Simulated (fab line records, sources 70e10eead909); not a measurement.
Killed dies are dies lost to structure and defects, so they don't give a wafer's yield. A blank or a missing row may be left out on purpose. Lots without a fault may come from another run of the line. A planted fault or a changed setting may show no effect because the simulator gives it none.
fab line records | flow nand_harc
record lots=24 wafers=72 last_day=34
route steps=1302 shown P_M2@338 P_BONDPAD@377 A_ZERO_WELL@404 A_SOURCE_PLATE@423 A_CHANNEL_HOLE_D1@468
lots that met no fault: from a run of the same line without faults
start_h: hours from the record's first day to the start of the lot's first wafer shown | wait_h: hours since the lot's step before | " the same as in the row above | L1.1+2: a row that stands for several wafers | - no value, or no start given | * or withheld: withheld | < > ~ a bound
route shown NAME@n: a module of which the file shows steps, and the number in the route of the first | usual: mean/standard deviation of fault-free wafers | same: alike in all rows | chamber/n: place in a boat | sites: the reading at each site | _std_site: their standard deviation | _edge_site: outer sites' mean less inner sites' | radius_mm: how far each site lies from the wafer's centre | mask NAME#n: copy n | behind: the tool/chamber that last shaped the wafer | hold: why the lot was held/for how many hours/how that ended | device: the transistor (n, p or np) that didn't switch | end of line: the same wafers' tests at the end of the route | a step without rows: its recipe alone | killed: dies lost to structure and defects at the first sort, not the wafer's yield | map: a wafer's dies, x killed, . not, _ none there
set.NAME: the setting as run; set.NAME@STEP: as run at that earlier step | model.NAME: the simulator's own value behind a step, which no gauge read
steps of the route over a sample of lots; a table a step, a row a wafer
services: from which hour (start_h, from the record's first day; less than 0 if before it) a tool's chamber was out of use, for how many hours, and why
## steps
# step NHARC_P_M2_DEGAS_29
# recipe temp_c=250 time_s=60
# usual heater_power_w=327/20
# same time_s=60
# columns lot.wafer tool chamber start_h wait_h heater_power_w
L074.4 pvd_sputter-02 - 131.03 - 313
L074.5 " - " " 305
L074.6 " - " " 315
L076.4 pvd_sputter-01 - 147.54 - 330
L076.2 " - " " 322
L076.5 " - " " 317
L075.2 pvd_sputter-03 - 147.75 - 327
L075.3 " - " " 301
L075.5 " - " " 331
L077.2 pvd_sputter-03 - 157.25 - 295
L077.1 " - " " 352
L077.3 " - " " 327
L078.4 pvd_sputter-03 - 170.02 - 300
L078.3 " - " " 328
L078.1 " - " " 335
L079.2 pvd_sputter-02 - 179.44 - 313
L079.4 " - " " 348
L079.1 " - " " 317
L080.1 pvd_sputter-02 - 188.09 - 342
L080.3 " - " " 378
L080.5 " - " " 311
L082.1 pvd_sputter-02 - 206.67 - 374
L082.3 " - " " 317
L082.6 " - " " 341
L081.1 pvd_sputter-01 - 207.29 - 321
L081.4 " - " " 319
L081.3 " - " " 315
L083.4 pvd_sputter-02 - 221.39 - 368
L083.1 " - " " 310
L083.6 " - " " 340
L084.2 pvd_sputter-03 - 229.90 - 295
L084.6 " - " " 335
L084.5 " - " " 298
L085.2 pvd_sputter-02 - 238.54 - 312
L085.3 " - " " 381
L085.1 " - " " 317
L086.3 pvd_sputter-02 - 248.43 - 314
L086.4 " - " " 372
L086.6 " - " " 309
L087.2 pvd_sputter-03 - 261.64 - 346
L087.6 " - " " 296
L087.5 " - " " 335
L088.4 pvd_sputter-01 - 279.47 - 318
L088.2 " - " " 322
L088.5 " - " " 345
L089.2 pvd_sputter-02 - 280.31 - 345
L089.4 " - " " 322
L089.5 " - " " 378
L090.4 pvd_sputter-01 - 292.88 - 319
L090.3 " - " " 336
L090.6 " - " " 316
L091.3 pvd_sputter-01 - 306.57 - 321
L091.4 " - " " 338
L091.6 " - " " 315
L092.2 pvd_sputter-03 - 307.82 - 339
L092.4 " - " " 329
L092.6 " - " " 292
L093.2 pvd_sputter-01 - 316.43 - 322
L093.6 " - " " 339
L093.5 " - " " 326
L094.4 pvd_sputter-03 - 331.07 - 292
L094.2 " - " " 342
L094.6 " - " " 339
L095.4 pvd_sputter-02 - 342.50 - 366
L095.2 " - " " 310
L095.6 " - " " 353
L096.2 pvd_sputter-01 - 358.02 - 315
L096.3 " - " " 335
L096.1 " - " " 312
L097.2 pvd_sputter-01 - 363.98 - 336
L097.4 " - " " 314
L097.6 " - " " 324
# step NHARC_P_M2_DEP_33
# recipe target_thk_a=300 temp_c=370 target_thk_nm=30 pressure_torr=3 flow_sccm=200 rf_w=450 material=SiCN
# usual heater_power_w=568/77
# columns lot.wafer tool chamber start_h wait_h heater_power_w
L074.5 pecvd-02 1 132.90 0.2 461
L074.4 " 2 " " 545
L074.6 " 0 " " 513
L076.2 pecvd-02 2 149.33 0.1 548
L076.4 " 1 " " 420
L076.5 " 2 " " 545
L075.2 pecvd-02 1 149.62 0.1 502
L075.3 " 2 " " 579
L075.5 " 1 " " 496
L077.2 pecvd-03 1 158.93 0.1 543
L077.1 " 2 " " 683
L077.3 " 0 " " 667
L078.1 pecvd-03 2 171.73 0.1 659
L078.3 " 1 " " 632
L078.4 " 0 " " 559
L079.2 pecvd-03 0 181.18 0.1 568
L079.1 " 1 " " 648
L079.4 " 2 " " 668
L080.1 pecvd-02 1 189.80 0.1 477
L080.3 " 0 " " 533
L080.5 " 2 " " 558
L082.3 pecvd-01 0 208.37 0.1 512
L082.1 " 1 " " 573
L082.6 " 1 " " 545
L081.1 pecvd-03 2 209.00 0.1 621
L081.3 " 1 " " 651
L081.4 " 0 " " 660
L083.1 pecvd-03 2 223.08 0.1 640
L083.6 " 2 " " 611
L083.4 " 0 " " 620
L084.2 pecvd-01 2 231.62 0.1 519
L084.5 " 1 " " 678
L084.6 " 0 " " 608
L085.1 pecvd-01 0 240.24 0.1 588
L085.3 " 1 " " 643
L085.2 " 2 " " 494
L086.3 pecvd-02 1 250.18 0.1 482
L086.4 " 0 " " 506
L086.6 " 1 " " 478
L087.2 pecvd-02 2 263.34 0.1 469
L087.6 " 0 " " 470
L087.5 " 1 " " 458
L088.2 pecvd-01 2 281.55 0.1 459
L088.5 " 1 " " 673
L088.4 " 2 " " 471
L089.2 pecvd-02 2 282.06 0.1 542
L089.5 " 1 " " 529
L089.4 " 2 " " 533
L090.3 pecvd-03 1 294.63 0.1 657
L090.6 " 0 " " 601
L090.4 " 1 " " 649
L091.3 pecvd-03 1 308.28 0.1 568
L091.4 " 2 " " 672
L091.6 " 0 " " 633
L092.2 pecvd-02 0 309.54 0.1 485
L092.4 " 0 " " 505
L092.6 " 1 " " 457
L093.2 pecvd-03 0 318.16 0.1 636
L093.5 " 0 " " 640
L093.6 " 1 " " 587
L094.2 pecvd-01 1 332.79 0.1 590
L094.6 " 2 " " 515
L094.4 " 0 " " 582
L095.2 pecvd-01 1 344.21 0.1 696
L095.4 " 1 " " 696
L095.6 " 0 " " 591
L096.1 pecvd-03 0 359.72 0.1 636
L096.2 " 1 " " 601
L096.3 " 2 " " 693
L097.2 pecvd-02 1 365.76 0.1 532
L097.4 " 0 " " 468
L097.6 " 1 " " 531
# step NHARC_P_BONDPAD_PVD_27
# recipe target_thk_a=300 chamber_pressure_pa=5 power_w=5000 substrate_temp_c=30 time_s=20.49 material=Cu
# usual throttle_valve_pct=30.2/0.76
# same time_s=20.49
# columns lot.wafer tool chamber start_h wait_h throttle_valve_pct
L074.4 pvd_sputter-02 - - - 29.4
L074.5 " - " " 29.9
L074.6 " - " " 30.4
L076.4 pvd_sputter-01 - - - 29.8
L076.2 " - " " 31.0
L076.5 " - " " 29.9
L075.3 pvd_sputter-03 - - - 28.3
L075.2 " - " " 31.6
L075.5 " - " " 28.3
L077.1 pvd_sputter-02 - - - 29.4
L077.3 " - " " 29.5
L077.2 " - " " 30.1
L078.1 pvd_sputter-01 - - - 31.0
L078.4 " - " " 29.7
L078.3 " - " " 29.8
L079.2 pvd_sputter-01 - - - 30.2
L079.1 " - " " 31.0
L079.4 " - " " 31.1
L080.3 pvd_sputter-02 - - - 29.2
L080.1 " - " " 29.7
L080.5 " - " " 29.2
L082.3 pvd_sputter-02 - - - 29.3
L082.1 " - " " 29.8
L082.6 " - " " 29.4
L081.3 pvd_sputter-01 - - - 31.2
L081.4 " - " " 31.2
L081.1 " - " " 29.7
L083.1 pvd_sputter-02 - - - 29.8
L083.4 " - " " 30.3
L083.6 " - " " 29.3
L084.2 pvd_sputter-02 - - - 29.4
L084.5 " - " " 29.4
L084.6 " - " " 29.3
L085.2 pvd_sputter-03 - - - 30.1
L085.3 " - " " 31.2
L085.1 " - " " 30.9
L086.3 pvd_sputter-02 - - - 29.8
L086.4 " - " " 29.4
L086.6 " - " " 29.9
L087.2 pvd_sputter-01 - - - 30.5
L087.6 " - " " 30.5
L087.5 " - " " 30.3
L088.2 pvd_sputter-01 - - - 30.5
L088.4 " - " " 31.7
L088.5 " - " " 30.1
L089.2 pvd_sputter-01 - - - 31.2
L089.4 " - " " 30.4
L089.5 " - " " 31.7
L090.3 pvd_sputter-03 - - - 30.8
L090.4 " - " " 30.5
L090.6 " - " " 31.1
L091.4 pvd_sputter-01 - - - 30.5
L091.3 " - " " 31.6
L091.6 " - " " 30.4
L092.2 pvd_sputter-02 - - - 30.0
L092.4 " - " " 29.2
L092.6 " - " " 30.2
L093.2 pvd_sputter-03 - - - 30.4
L093.5 " - " " 30.3
L093.6 " - " " 31.3
L094.2 pvd_sputter-03 - - - 30.4
L094.4 " - " " 28.7
L094.6 " - " " 30.5
L095.2 pvd_sputter-01 - - - 30.5
L095.4 " - " " 31.4
L095.6 " - " " 30.3
L096.3 pvd_sputter-01 - - - 30.6
L096.1 " - " " 30.4
L096.2 " - " " 30.1
L097.4 pvd_sputter-01 - - - 30.2
L097.2 " - " " 31.7
L097.6 " - " " 30.6
# step NHARC_A_ZERO_WELL_ETCH_19
# recipe target_depth_a=800 overetch_a=240 time_s=87.88 ion_energy_ev=200 n2_flow_sccm=150 h2_flow_sccm=150 ar_flow_sccm=0 rf_w=400 bias_w=150 chemistry=N2/H2
# usual drypump_motor_current_A=5.9/0.5 oes_product_au=0.999/0.007 rf_vpp_V=430.7/2.5 showerhead_plenum_p_Torr=2.05/0.085 throttle_valve_pct=14.172/0.0096
# same time_s=87.88
# columns lot.wafer tool chamber start_h wait_h drypump_motor_current_A oes_product_au rf_hours_counter_h rf_vpp_V showerhead_plenum_p_Torr throttle_valve_pct
L074.4 rie_diel-07 2 138.59 0.1 5.1 0.988 0 430.7 2.05 14.158
L074.5 " 0 " " 6.2 0.999 - 429.7 1.95 14.170
L074.6 " 1 " " 5.7 1.003 - 433.6 2.16 14.167
L076.2 rie_diel-07 0 155.41 0.1 6.1 1.004 0 427.0 1.95 14.158
L076.4 " 2 " " 5.1 0.998 0 430.5 2.05 14.180
L076.5 " 0 " " 6.1 0.998 - 427.7 1.95 14.167
L075.2 rie_diel-08 1 155.60 0.1 6.1 0.999 25 428.9 1.98 14.167
L075.3 " 2 " " 5.6 1.000 23 433.5 2.16 14.177
L075.5 " 0 " " 6.0 0.997 - 434.5 2.13 14.178
L077.1 rie_diel-08 3 165.20 0.1 5.8 0.995 22 433.0 2.16 14.192
L077.3 " 0 " " 6.0 1.001 20 432.0 2.13 14.163
L077.2 " 2 " " 5.6 1.012 23 433.0 2.16 14.181
L078.1 rie_diel-07 3 177.62 0.1 6.5 0.997 1 430.3 2.02 14.162
L078.4 " 0 " " 6.1 0.992 1 429.0 1.95 14.158
L078.3 " 1 " " 5.7 0.995 1 434.3 2.16 14.180
L079.4 rie_diel-07 1 187.08 0.1 5.8 0.998 1 433.9 2.16 14.153
L079.2 " 2 " " 5.0 0.983 1 431.8 2.05 14.163
L079.1 " 3 " " 6.5 0.989 1 428.7 2.02 14.171
L080.1 rie_diel-07 3 195.73 0.1 6.5 0.988 1 429.2 2.02 14.190
L080.3 " 0 " " 6.1 0.997 1 426.3 1.95 14.178
L080.5 " 2 " " 5.0 0.990 - 431.9 2.05 14.177
L082.3 rie_diel-07 2 214.21 0.1 5.1 0.995 2 430.6 2.05 14.177
L082.1 " 3 " " 6.5 1.008 2 428.6 2.02 14.154
L082.6 " 3 " " 6.5 1.003 - 430.8 2.02 14.173
L081.4 rie_diel-07 0 215.00 0.1 6.1 1.005 2 426.3 1.94 14.168
L081.3 " 1 " " 5.7 0.998 2 433.3 2.16 14.168
L081.1 " 2 " " 5.1 0.999 2 431.2 2.05 14.183
L083.1 rie_diel-07 1 229.01 0.1 5.7 1.004 2 433.8 2.16 14.186
L083.4 " 2 " " 5.0 1.003 2 432.0 2.05 14.171
L083.6 " 2 " " 5.0 0.996 - 430.5 2.05 14.178
L084.2 rie_diel-07 0 237.27 0.1 6.2 1.008 2 426.6 1.95 14.168
L084.6 " 0 " " 6.2 1.013 - 425.9 1.95 14.166
L084.5 " 1 " " 5.8 1.013 - 435.2 2.16 14.173
L085.3 rie_diel-08 1 246.09 0.1 6.1 0.995 8 429.1 1.97 14.178
L085.1 " 2 " " 5.7 0.999 9 435.0 2.16 14.163
L085.2 " 3 " " 5.8 0.990 9 434.1 2.15 14.160
L086.3 rie_diel-09 1 256.11 0.1 4.7 0.995 33 430.7 2.08 14.164
L086.4 " 0 " " 6.0 0.998 26 427.8 1.92 14.181
L086.6 " 2 " " 6.1 0.990 - 425.7 1.89 14.179
L087.2 rie_diel-07 3 269.35 0.1 6.5 1.001 3 428.6 2.02 14.175
L087.5 " 2 " " 5.0 0.989 - 431.4 2.05 14.180
L087.6 " 3 " " 6.5 0.993 - 429.6 2.02 14.168
L088.2 rie_diel-08 2 287.16 0.1 5.6 1.014 14 432.9 2.15 14.159
L088.4 " 0 " " 6.0 1.009 15 433.9 2.12 14.159
L088.5 " 2 " " 5.6 1.010 - 433.5 2.16 14.168
L089.4 rie_diel-09 0 288.12 0.1 6.0 1.002 37 425.9 1.92 14.180
L089.2 " 1 " " 4.7 0.997 44 431.4 2.07 14.184
L089.5 " 2 " " 6.1 1.009 - 425.5 1.88 14.174
L090.4 rie_diel-09 2 300.55 0.1 6.2 0.995 38 425.6 1.88 14.182
L090.3 " 3 " " 6.5 1.014 47 430.5 2.06 14.171
L090.6 " 3 " " 6.5 1.010 - 431.5 2.06 14.169
L091.3 rie_diel-07 1 314.42 0.1 5.7 0.999 0 433.2 2.16 14.175
L091.4 " 3 " " 6.5 1.002 0 429.8 2.02 14.176
L091.6 " 1 " " 5.8 1.004 - 434.4 2.16 14.165
L092.2 rie_diel-07 2 315.60 0.1 5.1 1.002 0 430.0 2.05 14.163
L092.4 " 3 " " 6.5 1.008 0 430.0 2.02 14.187
L092.6 " 2 " " 5.1 1.004 - 429.9 2.05 14.165
L093.2 rie_diel-07 2 324.15 0.1 5.1 0.990 0 428.5 2.05 14.179
L093.5 " 3 " " 6.5 1.001 - 429.6 2.02 14.172
L093.6 " 0 " " 6.1 1.000 - 427.7 1.94 14.180
L094.4 rie_diel-07 1 338.61 0.1 5.7 0.995 1 433.8 2.16 14.170
L094.2 " 2 " " 5.1 0.996 1 431.4 2.05 14.167
L094.6 " 1 " " 5.7 1.009 - 432.5 2.16 14.175
L095.2 rie_diel-07 2 350.37 0.1 5.0 1.005 1 431.5 2.05 14.176
L095.4 " 3 " " 6.5 0.998 1 430.2 2.01 14.153
L095.6 " 2 " " 5.1 0.997 - 431.1 2.05 14.171
L096.1 rie_diel-08 1 365.59 0.1 6.1 0.996 25 428.6 1.97 14.169
L096.3 " 2 " " 5.6 1.005 26 434.6 2.15 14.178
L096.2 " 3 " " 5.8 1.012 28 433.8 2.15 14.171
L097.4 rie_diel-07 1 371.63 0.1 5.7 1.007 2 433.6 2.16 14.187
L097.2 " 2 " " 5.0 1.002 2 433.2 2.05 14.181
L097.6 " 1 " " 5.7 1.000 - 433.1 2.16 14.187
# step NHARC_A_SOURCE_PLATE_INSPECT_08
# usual raw_defect_count=60/22
# columns lot.wafer tool chamber start_h wait_h raw_defect_count
L074.4 defect_inspect-02 - 159.11 0.0 29
L074.5 " - " " 56
L074.6 " - " " 58
L075.2 defect_inspect-02 - 177.51 0.0 38
L075.3 " - " " 46
L075.5 " - " " 57
L076.2 defect_inspect-01 - 177.52 0.0 84
L076.4 " - " " 34
L076.5 " - " " 33
L077.1 defect_inspect-01 - 189.41 0.0 66
L077.2 " - " " 38
L077.3 " - " " 47
L078.1 defect_inspect-01 - 200.79 0.0 43
L078.3 " - " " 53
L078.4 " - " " 88
L079.1 defect_inspect-01 - 208.06 0.0 66
L079.2 " - " " 54
L079.4 " - " " 57
L080.1 defect_inspect-02 - 216.72 0.0 117
L080.3 " - " " 120
L080.5 " - " " 116
L081.1 defect_inspect-02 - 235.76 0.0 68
L081.3 " - " " 116
L081.4 " - " " 57
L082.1 defect_inspect-01 - 235.76 0.0 40
L082.3 " - " " 51
L082.6 " - " " 81
L083.1 defect_inspect-01 - 252.06 0.0 35
L083.4 " - " " 42
L083.6 " - " " 37
L084.2 defect_inspect-02 - 258.44 0.0 83
L084.5 " - " " 43
L084.6 " - " " 60
L085.1 defect_inspect-01 - 267.25 0.0 34
L085.2 " - " " 49
L085.3 " - " " 43
L086.3 defect_inspect-01 - 276.90 0.0 38
L086.4 " - " " 71
L086.6 " - " " 34
L087.2 defect_inspect-01 - 290.84 0.0 58
L087.5 " - " " 95
L087.6 " - " " 68
L088.2 defect_inspect-01 - 309.16 0.0 61
L088.4 " - " " 59
L088.5 " - " " 61
L089.2 defect_inspect-02 - 309.16 0.0 48
L089.4 " - " " 64
L089.5 " - " " 52
L090.3 defect_inspect-01 - 326.14 0.0 61
L090.4 " - " " 65
L090.6 " - " " 79
L092.2 defect_inspect-02 - 336.29 0.0 52
L092.4 " - " " 30
L092.6 " - " " 65
L091.3 defect_inspect-01 - 336.29 0.0 121
L091.4 " - " " 68
L091.6 " - " " 81
L093.2 defect_inspect-02 - 346.17 0.0 72
L093.5 " - " " 111
L093.6 " - " " 37
L094.2 defect_inspect-01 - 364.17 0.0 21
L094.4 " - " " 40
L094.6 " - " " 47
L095.2 defect_inspect-02 - 373.08 0.0 43
L095.4 " - " " 38
L095.6 " - " " 47
L096.1 defect_inspect-01 - 389.89 0.0 52
L096.2 " - " " 70
L096.3 " - " " 32
L097.2 defect_inspect-02 - 393.40 0.0 64
L097.4 " - " " 76
L097.6 " - " " 36
# step NHARC_A_CHANNEL_HOLE_D1_ETCH_34
# recipe target_depth_a=1540 time_s=77 cf4_flow_sccm=100 chf3_flow_sccm=30 ar_flow_sccm=0 rf_w=500 bias_w=200 chemistry=CF4/CHF3
# usual drypump_motor_current_A=5.6/0.39 oes_product_au=0.949/0.023 rf_vpp_V=370.3/2.5 showerhead_plenum_p_Torr=1.57/0.072 throttle_valve_pct=16.802/0.0092
# same time_s=77
# columns lot.wafer tool chamber start_h wait_h drypump_motor_current_A oes_product_au rf_hours_counter_h rf_vpp_V showerhead_plenum_p_Torr throttle_valve_pct
L074.4 rie_diel-05 1 - - 5.2 0.974 10 367.8 1.46 16.809
L074.5 " 2 " " 5.7 0.989 - 371.0 1.60 16.810
L074.6 " 3 " " 5.7 0.947 - 371.2 1.56 16.798
L076.4 rie_diel-05 1 - - 5.2 0.979 11 366.6 1.46 16.815
L076.2 " 3 " " 5.7 0.959 11 368.7 1.56 16.798
L076.5 " 2 " " 5.7 0.967 - 370.8 1.60 16.786
L075.2 rie_diel-01 2 - - 5.8 0.919 53 368.0 1.46 16.791
L075.3 " 3 " " 5.8 0.927 58 369.1 1.51 16.819
L075.5 " 1 " " 5.4 0.923 - 371.6 1.59 16.791
L077.3 rie_diel-06 3 - - 5.7 0.937 24 368.5 1.50 16.796
L077.1 " 1 " " 6.3 0.936 28 368.9 1.52 16.780
L077.2 " 2 " " 6.1 0.934 26 373.7 1.68 16.803
L078.1 rie_diel-05 0 - - 4.9 0.927 12 373.3 1.67 16.812
L078.3 " 2 " " 5.7 0.937 13 370.9 1.60 16.807
L078.4 " 3 " " 5.7 0.920 - 371.5 1.56 16.794
L079.2 rie_diel-05 3 - - 5.8 0.929 14 369.7 1.56 16.802
L079.4 " 0 " " 4.9 0.940 13 376.0 1.67 16.802
L079.1 " 1 " " 5.2 0.925 12 366.0 1.46 16.811
L080.1 rie_diel-06 2 - - 6.1 0.974 33 374.3 1.67 16.787
L080.3 " 3 " " 5.7 0.974 31 367.6 1.50 16.787
L080.5 " 3 " " 5.7 0.971 - 368.1 1.50 16.803
L081.4 rie_diel-06 2 - - 6.1 0.935 39 373.9 1.67 16.795
L081.3 " 3 " " 5.7 0.928 36 368.7 1.50 16.813
L081.1 " 1 " " 6.3 0.939 40 370.7 1.52 16.817
L082.1 rie_diel-06 2 - - 6.1 0.962 39 374.1 1.67 16.788
L082.3 " 3 " " 5.6 0.970 37 367.6 1.50 16.789
L082.6 " 1 " " 6.3 0.984 - 369.1 1.52 16.786
L083.4 rie_diel-01 3 - - 5.9 0.939 20 368.0 1.50 16.803
L083.1 " 1 " " 5.4 0.938 18 370.4 1.59 16.804
L083.6 " 3 " " 5.8 0.942 - 368.2 1.50 16.808
L084.2 rie_diel-05 1 - - 5.2 0.972 2 367.7 1.46 16.797
L084.6 " 3 " " 5.8 0.972 - 370.2 1.56 16.805
L084.5 " 0 " " 4.9 0.974 - 374.2 1.67 16.816
L085.1 rie_diel-05 2 - - 5.7 0.968 3 370.5 1.59 16.799
L085.2 " 0 " " 4.9 0.975 3 374.6 1.67 16.806
L085.3 " 1 " " 5.2 0.968 3 365.1 1.46 16.789
L086.4 rie_diel-05 3 - - 5.8 0.914 5 369.7 1.56 16.799
L086.3 " 1 " " 5.2 0.926 4 367.8 1.46 16.818
L086.6 " 3 " " 5.8 0.926 - 369.4 1.56 16.801
L087.2 rie_diel-05 3 - - 5.8 0.923 6 369.5 1.56 16.802
L087.6 " 1 " " 5.2 0.920 - 367.2 1.46 16.819
L087.5 " 2 " " 5.7 0.932 - 370.4 1.59 16.802
L088.4 rie_diel-05 2 - - 5.7 0.927 7 370.9 1.59 16.808
L088.2 " 0 " " 4.9 0.916 7 373.1 1.67 16.786
L088.5 " 2 " " 5.7 0.931 - 370.5 1.59 16.810
L089.4 rie_diel-06 1 - - 6.3 0.964 5 368.6 1.51 16.798
L089.2 " 2 " " 6.1 0.955 5 374.0 1.67 16.797
L089.5 " 1 " " 6.3 0.957 - 370.1 1.51 16.801
L090.4 rie_diel-05 3 - - 5.8 0.967 8 370.6 1.56 16.793
L090.3 " 1 " " 5.2 0.983 8 366.6 1.46 16.787
L090.6 " 3 " " 5.8 0.962 - 369.9 1.56 16.798
L091.3 rie_diel-05 1 - - 5.2 0.925 8 366.1 1.46 16.814
L091.4 " 2 " " 5.7 0.934 9 371.1 1.59 16.817
L091.6 " 0 " " 4.9 0.925 - 373.0 1.67 16.788
L092.4 rie_diel-06 1 - - 6.3 0.959 14 367.8 1.51 16.799
L092.2 " 3 " " 5.6 0.977 13 368.8 1.49 16.810
L092.6 " 2 " " 6.2 0.981 - 375.4 1.67 16.790
L093.2 rie_diel-01 1 - - 5.5 0.926 50 371.5 1.58 16.814
L093.6 " 2 " " 5.7 0.912 - 374.3 1.69 16.794
L093.5 " 3 " " 5.9 0.935 - 368.0 1.50 16.810
L094.4 rie_diel-05 2 - - 5.7 0.924 11 370.5 1.59 16.808
L094.2 " 0 " " 5.0 0.923 11 374.7 1.67 16.805
L094.6 " 2 " " 5.7 0.919 - 371.2 1.59 16.802
L095.2 rie_diel-01 1 - - 5.5 0.973 0 370.5 1.58 16.810
L095.4 " 3 " " 5.9 0.950 0 367.6 1.49 16.801
L095.6 " 2 " " 5.8 0.973 - 373.7 1.69 16.808
L097.2 rie_diel-01 0 - - 5.3 0.956 10 367.8 1.54 16.798
L097.4 " 2 " " 5.7 0.970 8 375.7 1.68 16.799
L097.6 " 0 " " 5.4 0.954 - 369.9 1.54 16.793
L096.3 rie_diel-06 1 - - 6.3 0.953 36 368.5 1.51 16.825
L096.2 " 2 " " 6.1 0.968 34 372.8 1.66 16.800
L096.1 " 3 " " 5.6 0.997 30 367.8 1.49 16.819
## services
# columns tool chamber start_h hours kind
rie_diel-07 - 117.20 9.0 pm
pecvd-02 - 128.49 1.2 repair
pecvd-03 - 146.65 1.3 repair
pvd_sputter-01 - 159.21 14.6 repair
pvd_sputter-03 - 159.56 3.2 repair
pvd_sputter-03 - 176.46 10.0 pm
pvd_sputter-01 - 178.68 1.8 repair
pecvd-03 - 185.13 13.0 pm
rie_diel-05 1 217.61 2.8 repair
pvd_sputter-01 - 226.00 10.0 pm
pecvd-02 - 227.19 13.0 pm
rie_diel-05 - 229.66 9.0 pm
rie_diel-05 - 240.70 0.8 repair
rie_diel-07 1 242.46 23.0 repair
rie_diel-07 3 256.23 2.3 repair
pvd_sputter-03 - 264.44 3.5 repair
pecvd-03 1 275.86 7.8 repair
pvd_sputter-02 - 282.96 10.0 pm
rie_diel-07 - 294.20 9.0 pm
pvd_sputter-03 - 304.58 1.9 repair
rie_diel-07 0 328.18 2.0 repair
pvd_sputter-03 - 354.46 10.0 pm
pvd_sputter-01 - 404.00 10.0 pm
rie_diel-05 - 406.72 9.0 pm
## key
fault none
